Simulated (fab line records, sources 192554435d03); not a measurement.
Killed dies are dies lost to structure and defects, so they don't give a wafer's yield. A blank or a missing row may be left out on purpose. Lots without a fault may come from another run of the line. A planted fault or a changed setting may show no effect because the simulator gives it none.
A struck lot beside a sound one | flow n5_finfet | 14 steps out of a route of 1938
Sound: wafers L433.1, L433.5, L433.6. Struck: wafers L431.1, L431.3, L431.6. The cause comes at the end.
At each step with rows: each side's tool, then ch and its chambers, then its first start. Under that, the readings that differ: sound wafers | struck wafers | difference of the means | sigmas: that difference in standard deviations of wafers without a fault.
alike: readings whose means differ by less than 2 such deviations, and words and numbers that are the same on both sides. not compared: withheld readings, readings that some wafer has no value for, bounds like >300 that may hide the same value, and numbers for which the record gives no deviation and whose values overlap.
The two part at a step that has a row with sigmas, a row that says differs or no value, or rows on one side only. Numbers that don't overlap but have no deviation are shown without sigmas and don't part them. A reading that every wafer of one side lacks parts them only if that side has two wafers or more.

N5_BEOL_M15_VIA_ETCH_16: etches SiO2 in C4F8/O2/Ar, target depth 1792.2 nm.
  sound on rie_diel-02 ch 1,2,3, day 15 01:28; struck on rie_diel-05 ch 0,3, day 14 08:34
  alike: drypump_motor_current_A, oes_product_au, rf_vpp_V, showerhead_plenum_p_Torr, throttle_valve_pct
N5_BEOL_M15_STRIP_63: strips in O2.
  sound on rie_diel-02 ch 1,2,3; struck on rie_diel-05 ch 0,3
  alike: drypump_motor_current_A, oes_product_au, rf_vpp_V, showerhead_plenum_p_Torr, temp_c, throttle_valve_pct
  not compared: rf_hours_counter_h
N5_BEOL_M15_STRIP_64: strips in O2.
  sound on rie_diel-02 ch 1,2,3; struck on rie_diel-05 ch 0,3
  alike: drypump_motor_current_A, oes_product_au, rf_vpp_V, showerhead_plenum_p_Torr, temp_c, throttle_valve_pct
  not compared: rf_hours_counter_h
then, 2 steps without rows for these wafers: N5_BEOL_M15_STRIP_65 (strips in post etch residue remover, time 60 s); N5_BEOL_M15_SRD_66 (time 30 s, dry time 30 s).
N5_BEOL_M15_CD_MEAS_17: target cd 360 nm.
  sound on cd_sem-02, day 15 01:52; struck on cd_sem-02, day 14 08:58
  alike: cd_nm
then, 1 step without rows for these wafers: N5_BEOL_M15_COAT_56 (time 60 s, resist thk 550 nm).
N5_BEOL_M15_ETCH_57: etches SOC in N2/H2, time 750 s.
  sound on rie_diel-02 ch 0,1, day 15 01:58; struck on rie_diel-06 ch 1,3, day 14 09:05
  reading                         | sound             | struck            | difference | sigmas
  rf_vpp_V (V)                    | 526.6 526.4 529.0 | 521.2 521.0 521.3 | -6.2       | -2
  showerhead_plenum_p_Torr (Torr) | 2.63 2.63 2.69    | 2.41 2.46 2.46    | -0.21      | -2
  alike: drypump_motor_current_A, oes_product_au, throttle_valve_pct
  not compared: rf_hours_counter_h
then, 4 steps without rows for these wafers: N5_BEOL_M15_COAT_60 (time 60 s, resist thk 89 nm); N5_BEOL_M15_COAT_22 (resist thk 800 nm); N5_BEOL_M15_EBR_24; N5_BEOL_M15_SOFTBAKE_23 (time 60 s).
N5_BEOL_M15_EXPOSE_25: exposes mask M15, target cd 400 nm.
  sound on krf_scanner-01 ch 0, day 15 02:34; struck on krf_scanner-02 ch 0, day 14 09:41
  reading              | sound             | struck            | difference | sigmas
  exposure_dose_mJ_cm2 | 35.41 35.48 35.44 | 35.97 35.95 35.97 | +0.52      | +15
  alike: mask
then, 1 step without rows for these wafers: N5_BEOL_M15_PEB_26 (peb time 90 s).

WHERE THEY PART
First at N5_BEOL_M15_ETCH_57; last, within this record, at N5_BEOL_M15_EXPOSE_25.

WHY: what the simulator had put in
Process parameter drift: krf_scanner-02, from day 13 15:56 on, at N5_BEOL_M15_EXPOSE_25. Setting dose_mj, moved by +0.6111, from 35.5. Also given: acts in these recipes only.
